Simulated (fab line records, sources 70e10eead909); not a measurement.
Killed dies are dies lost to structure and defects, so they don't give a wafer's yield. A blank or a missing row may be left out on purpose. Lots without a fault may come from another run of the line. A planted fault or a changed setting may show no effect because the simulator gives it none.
Which tool did it? | flow nand_harc | 12 lots, 36 wafers sampled, at 1 step of a route of 1302

WHAT THE GAUGES READ, wafer by wafer
NHARC_A_BLC_CD_MEAS_10: target cd 100 nm.
lot  | measured     | on        | cd_nm (nm)
L077 | day 23 14:11 | cd_sem-03 | 100.0 99.8 100.1
L075 | day 23 15:50 | cd_sem-03 | 99.4 100.1 99.8
L080 | day 25 02:47 | cd_sem-02 | 99.7 100.6 100.1
L082 | day 26 01:52 | cd_sem-03 | 99.5 99.5 99.5
L083 | day 26 07:20 | cd_sem-01 | 99.7 100.6 99.4
L084 | day 27 01:38 | cd_sem-02 | 100.2 100.3 99.9
L087 | day 27 08:24 | cd_sem-03 | 100.8 100.5 100.2
L090 | day 29 04:20 | cd_sem-02 | 100.9 101.4 100.8
L092 | day 30 01:24 | cd_sem-02 | 99.2 98.6 99.1
L093 | day 30 18:47 | cd_sem-01 | 100.5 101.3 101.3
L097 | day 32 05:55 | cd_sem-01 | 100.1 99.8 99.5
L096 | day 32 15:13 | cd_sem-01 | 99.4 100.3 100.3

WHICH TOOL RAN EACH LOT (tool, then ch and the chambers of the sampled wafers, then the start)
The record holds no process step before these readings.

THE ANSWER, worked out from the rows above alone
Rule: what is usual is taken from the lots themselves. Put in order of their means at a reading, lots are off if they are a third of the lots or fewer, leave a main group of 4 or more, and stand apart from it by a gap of 3 or more times the standard deviation of the main group's means; of several such gaps the widest counts. A main group whose means are all the same, to the digits that the tables above print for the reading, isn't used. A lot without any number at a reading at which 4 lots or more have one is off too. The other lots that the step has rows for count as sound.
No lot is off at any reading shown: from this, nothing can be told.

WHAT THE SIMULATOR HAD PUT IN
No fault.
